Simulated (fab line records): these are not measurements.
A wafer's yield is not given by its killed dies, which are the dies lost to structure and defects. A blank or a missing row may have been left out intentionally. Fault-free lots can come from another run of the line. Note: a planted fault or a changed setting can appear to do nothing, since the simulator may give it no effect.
Chamber matching	flow n5 finfet	ald sin-03 running N5_MOL_CONTACT_COAG_ALD_133: 4 sister chambers
The step deposits SiO2, target thk 5 nm, pulse time 1 s, co reactant pulse time 1 s. 20 wafers are shown with their chamber, then 10 later ones without.

WAFERS WITH THEIR CHAMBER
wafer	chamber	heater power w (W)	precursor pulse height rel
L076.1	1	84	0.987
L076.3	3	66	0.977
L076.6	0	95	0.974
L079.1	0	97	0.997
L079.2	2	78	1.008
L079.3	3	66	0.962
L079.4	1	84	1.036
L079.5	3	66	0.995
L079.6	0	93	0.988
L082.1	0	94	0.999
L082.2	1	84	0.972
L082.3	3	66	1.000
L082.4	2	77	0.946
L082.5	0	95	1.021
L082.6	1	85	1.000
L085.1	2	80	1.032
L085.3	0	99	1.029
L085.5	1	84	0.959
L091.1	1	80	0.969
L091.2	0	95	0.997

SIGNATURES, as means of the wafers listed above
reading	chamber 0	chamber 1	chamber 2	chamber 3	scatter within a chamber
heater power w	95.43	83.50	78.33	66.00	1.66
precursor pulse height rel	1.00071	0.98717	0.99533	0.98350	0.0261
Rule: distance of a wafer from a chamber = root of the sum over the readings of ((wafer's reading minus chamber's mean) / reading's scatter) squared. If the next closest chamber is less than 2 further off than the closest, the wafer can't be placed; otherwise it belongs to the closest. The scatter: take each reading less its chamber's mean, square it, sum over the shown wafers, divide by the number of wafers less the number of chambers, and take the root.

WAFERS MISSING THEIR CHAMBER
wafer	heater power w (W)	precursor pulse height rel
L091.3	78	1.008
L091.4	69	1.026
L091.5	94	0.992
L091.6	82	0.968
L094.2	68	0.997
L094.3	95	1.030
L094.6	68	0.981
L095.2	96	1.010
L095.5	96	0.979
L095.6	68	1.008

WHICH CHAMBER EACH ONE RAN IN
wafer	from the rows above	in truth
L091.3	2	2
L091.4	3	3
L091.5	0	0
L091.6	can't be placed: 1 or 2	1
L094.2	3	3
L094.3	0	0
L094.6	3	3
L095.2	0	0
L095.5	0	0
L095.6	3	3
Correct placement for 9 of the 10. Not placeable from these rows: 1 (in 1, the candidates include the true chamber). 0 placed wrongly.
